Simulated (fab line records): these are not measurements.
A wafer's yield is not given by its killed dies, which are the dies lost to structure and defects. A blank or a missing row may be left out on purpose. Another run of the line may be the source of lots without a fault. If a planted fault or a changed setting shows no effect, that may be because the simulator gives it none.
8D (eight disciplines) problem report, filled in by code | flow nand-harc | the parts of the form that need people (team, actions taken, sign-off) are left out

== 1. WHAT WENT WRONG ==
Mean of killed-at-array at NHARC_END_SORT_01: 125 across 3 wafers in 3 lots; on wafers with no fault it is 28 (standard deviation 11). That is +8.8 standard deviations from the usual mean.
Earliest sighting: wafer L904.3 on prober-02 at day 22 15:20. The record holds 7 wafers of 3 lots with a number at this step. The rule behind "out" and "out of limits": a value lying over 4 standard deviations away from the usual mean. All remaining wafers that have a number are taken as sound.

== 2. WHAT THIS IS AND IS NOT ==
question                    | is                           | is not
which readings at this step | killed-at-array, killed-dies | killed-at-periphery, killed-open
which lots                  | L904, L911, L912             | -
which wafers of those lots  | L904.3, L911.3, L912.3       | L904.1, L904.2, L911.5, L912.5
read on which gauges        | prober-01, prober-02         | -
when                        | from day 22 15:20            | up to then (2 sound wafers); but 2 sound wafers of L911, L912 came after

== 3. THE SUSPECTS, EACH WITH WHAT RULES IT OUT ==
Counting: any tool at a process step up to the reading remains a suspect provided it ran every lot that is out. Sound lots after the first of them don't rule it out here, since some wafers of a struck lot are sound.
- the gauge at NHARC_END_SORT_01: ruled out. The wafers that are out were read on 2 gauges (prober-01, prober-02).
- rie-diel-06 at NHARC_A_CONTACT_ETCH_50 (etches the open film in CF4/CHF3, target depth 84.7 nm, time 42.4 s): kept. It ran every lot that is out, first L904 (day 19 17:16). On those wafers its own readings are out: oes-product-au.
- rie-diel-06 at NHARC_A_CONTACT_ETCH_51 (etches the open film in O2/COS, target depth 3600 nm, time 936 s): kept. It ran every lot that is out, first L904 (day 22 13:45). With no start given for some of its lots, NHARC_A_CONTACT_ETCH_51 uses the hours and lot order of NHARC_END_SORT_01.
After counting, rie-diel-06 at NHARC_A_CONTACT_ETCH_50 and rie-diel-06 at NHARC_A_CONTACT_ETCH_51 remain.

== 4. THE CAUSE (what the simulator had put in) ==
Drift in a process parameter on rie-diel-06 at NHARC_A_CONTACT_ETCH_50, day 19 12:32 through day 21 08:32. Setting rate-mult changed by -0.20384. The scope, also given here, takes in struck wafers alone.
Of the 2 suspects that counting leaves, this tool is one.

== 5. THE CHAIN OF EFFECTS, in route order ==
Each row: a reading where the mean over the struck wafers with a number is more than 3 standard deviations away from the usual. Only readings whose record carries a usual standard deviation are examined. hours: median over the lots of the time between each lot's start at the first step of this table that gives one and its start at this step. sigmas: the change, counted in usual standard deviations.
hours | step                    | reading         | usual      | on struck wafers | change | sigmas
0     | NHARC_A_CONTACT_ETCH_50 | oes-product-au  | 0.955 a.u. | 0.831            | -0.124 | -6.2
75    | NHARC_END_SORT_01       | killed-at-array | 28         | 125              | +97    | +8.8
75    | NHARC_END_SORT_01       | killed-dies     | 32         | 129              | +97    | +8.8
The process steps in it:
- NHARC_A_CONTACT_ETCH_50: etches the open film in CF4/CHF3, target depth 84.7 nm, time 42.4 s.

== 6. HOW IT WOULD HAVE BEEN CAUGHT EARLIER ==
Counted from the fault's start at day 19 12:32, it took 75 hours until the first out-of-limits reading at a measuring or inspecting step in this record, taken at day 22 15:20.
Tool's own readings at NHARC_A_CONTACT_ETCH_50, oes-product-au: out on all struck wafers the step has rows for; an alarm limit on them would have tripped on the first.
Each of the lots that are out, 3 in all, had begun NHARC_A_CONTACT_ETCH_50 on rie-diel-06 no later than day 22 15:20. Had the tool been put on hold then, not one of them would have been saved.
